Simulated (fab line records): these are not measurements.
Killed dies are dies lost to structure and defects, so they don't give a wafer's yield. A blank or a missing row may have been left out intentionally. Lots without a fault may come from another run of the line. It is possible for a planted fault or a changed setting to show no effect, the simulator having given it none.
What tool caused it? || flow nandHarc || 13 lots with 39 wafers sampled at 2 steps, on a route of 1302 steps

== WHAT THE GAUGES SHOWED, per wafer ==
NHARC_A_SLIT_CD_MEAS_09: the cd target is 300 nm.
{"lot": "L847", "measured": "day 20 05:47", "on": "cdSem-01", "cdNm (nm)": "300.3 300.4 299.2"}
{"lot": "L848", "measured": "day 20 21:25", "on": "cdSem-03", "cdNm (nm)": "299.4 298.4 298.8"}
{"lot": "L849", "measured": "day 21 13:29", "on": "cdSem-01", "cdNm (nm)": "299.4 300.1 299.5"}
{"lot": "L851", "measured": "day 22 09:46", "on": "cdSem-03", "cdNm (nm)": "298.6 298.7 299.4"}
{"lot": "L853", "measured": "day 23 04:44", "on": "cdSem-01", "cdNm (nm)": "298.3 299.5 298.7"}
{"lot": "L852", "measured": "day 23 05:02", "on": "cdSem-01", "cdNm (nm)": "299.4 299.5 299.3"}
{"lot": "L854", "measured": "day 23 14:39", "on": "cdSem-02", "cdNm (nm)": "299.4 299.4 298.9"}
{"lot": "L857", "measured": "day 24 03:27", "on": "cdSem-02", "cdNm (nm)": "299.2 300.5 299.7"}
{"lot": "L858", "measured": "day 24 13:58", "on": "cdSem-02", "cdNm (nm)": "300.0 299.3 300.3"}
{"lot": "L863", "measured": "day 26 00:43", "on": "cdSem-01", "cdNm (nm)": "299.4 299.8 298.9"}
{"lot": "L864", "measured": "day 27 02:27", "on": "cdSem-02", "cdNm (nm)": "299.4 300.2 299.3"}
{"lot": "L865", "measured": "day 27 11:01", "on": "cdSem-03", "cdNm (nm)": "299.3 299.2 299.3"}
{"lot": "L869", "measured": "day 29 08:26", "on": "cdSem-02", "cdNm (nm)": "300.0 300.2 299.6"}

== WHAT TOOL EACH LOT RAN ON (gives the tool, then ch and the chambers of the sampled wafers, and finally the start) ==
{"lot": "L847", "NHARC_A_SLIT_DEP_25": "pecvd-02 ch 0,1,2, day 19 23:22"}
{"lot": "L848", "NHARC_A_SLIT_DEP_25": "pecvd-04 ch 0,1,2, day 20 16:35"}
{"lot": "L849", "NHARC_A_SLIT_DEP_25": "pecvd-04 ch 0,1, day 21 07:55"}
{"lot": "L851", "NHARC_A_SLIT_DEP_25": "pecvd-04 ch 0,2, day 22 04:58"}
{"lot": "L853", "NHARC_A_SLIT_DEP_25": "pecvd-01 ch 0,2, day 22 22:59"}
{"lot": "L852", "NHARC_A_SLIT_DEP_25": "pecvd-04 ch 0,1, day 22 23:02"}
{"lot": "L854", "NHARC_A_SLIT_DEP_25": "pecvd-02 ch 0,1,2, day 23 09:52"}
{"lot": "L857", "NHARC_A_SLIT_DEP_25": "pecvd-01 ch 0,2, day 23 22:23"}
{"lot": "L858", "NHARC_A_SLIT_DEP_25": "pecvd-04 ch 1,2, day 24 09:09"}
{"lot": "L863", "NHARC_A_SLIT_DEP_25": "pecvd-01 ch 0,1,2, day 25 20:04"}
{"lot": "L864", "NHARC_A_SLIT_DEP_25": "pecvd-01 ch 0,2, day 26 18:55"}
{"lot": "L865", "NHARC_A_SLIT_DEP_25": "pecvd-02 ch 0,2, day 27 05:57"}
{"lot": "L869", "NHARC_A_SLIT_DEP_25": "pecvd-02 ch 0,1,2, day 29 02:23"}
- NHARC_A_SLIT_DEP_25: deposits SiO2, target thk 200 nm.

== AS READ BY THE TOOLS THEMSELVES (means over the sampled wafers that have a number; for cases with no such wafer, the mark the record gives instead) ==
NHARC_A_SLIT_DEP_25.
{"lot": "L847", "tool": "pecvd-02", "heaterPowerW (W)": 488, "throttleValvePct (%)": 15.8}
{"lot": "L848", "tool": "pecvd-04", "heaterPowerW (W)": 554, "throttleValvePct (%)": 15.7}
{"lot": "L849", "tool": "pecvd-04", "heaterPowerW (W)": 482, "throttleValvePct (%)": 15.7}
{"lot": "L851", "tool": "pecvd-04", "heaterPowerW (W)": 573, "throttleValvePct (%)": 15.7}
{"lot": "L853", "tool": "pecvd-01", "heaterPowerW (W)": 529, "throttleValvePct (%)": 15.7}
{"lot": "L852", "tool": "pecvd-04", "heaterPowerW (W)": 548, "throttleValvePct (%)": 15.8}
{"lot": "L854", "tool": "pecvd-02", "heaterPowerW (W)": 537, "throttleValvePct (%)": 15.9}
{"lot": "L857", "tool": "pecvd-01", "heaterPowerW (W)": 567, "throttleValvePct (%)": 15.5}
{"lot": "L858", "tool": "pecvd-04", "heaterPowerW (W)": 548, "throttleValvePct (%)": 15.8}
{"lot": "L863", "tool": "pecvd-01", "heaterPowerW (W)": 522, "throttleValvePct (%)": 16.0}
{"lot": "L864", "tool": "pecvd-01", "heaterPowerW (W)": 557, "throttleValvePct (%)": 15.7}
{"lot": "L865", "tool": "pecvd-02", "heaterPowerW (W)": 518, "throttleValvePct (%)": 15.4}
{"lot": "L869", "tool": "pecvd-02", "heaterPowerW (W)": 519, "throttleValvePct (%)": 15.7}

== THE ANSWER, worked out from the rows above alone ==
Rule: what is usual is taken from the lots themselves. The widest of any qualifying gaps counts: lots, ordered by their means at a reading, are off when they make up no more than a third of the lots, leave a main group of 4 or more, and stand apart from it by 3 or more times the standard deviation of that group's means. A main group whose means are all the same, to the digits that the tables above print for the reading, isn't used. Also off: a lot with no number at a reading for which 4 or more lots have one. Where the step has rows for the other lots, those lots are counted as sound. First the gauges in route order, then the tools' own readings, where a lot's mean is used as printed above. The first step at which some lot is off is used, and at that step the reading that is off furthest; a lot without a number counts as furthest.
Across all readings shown, no lot is off: no conclusion can be drawn from this.

== WHAT THE SIMULATOR HAD INSERTED ==
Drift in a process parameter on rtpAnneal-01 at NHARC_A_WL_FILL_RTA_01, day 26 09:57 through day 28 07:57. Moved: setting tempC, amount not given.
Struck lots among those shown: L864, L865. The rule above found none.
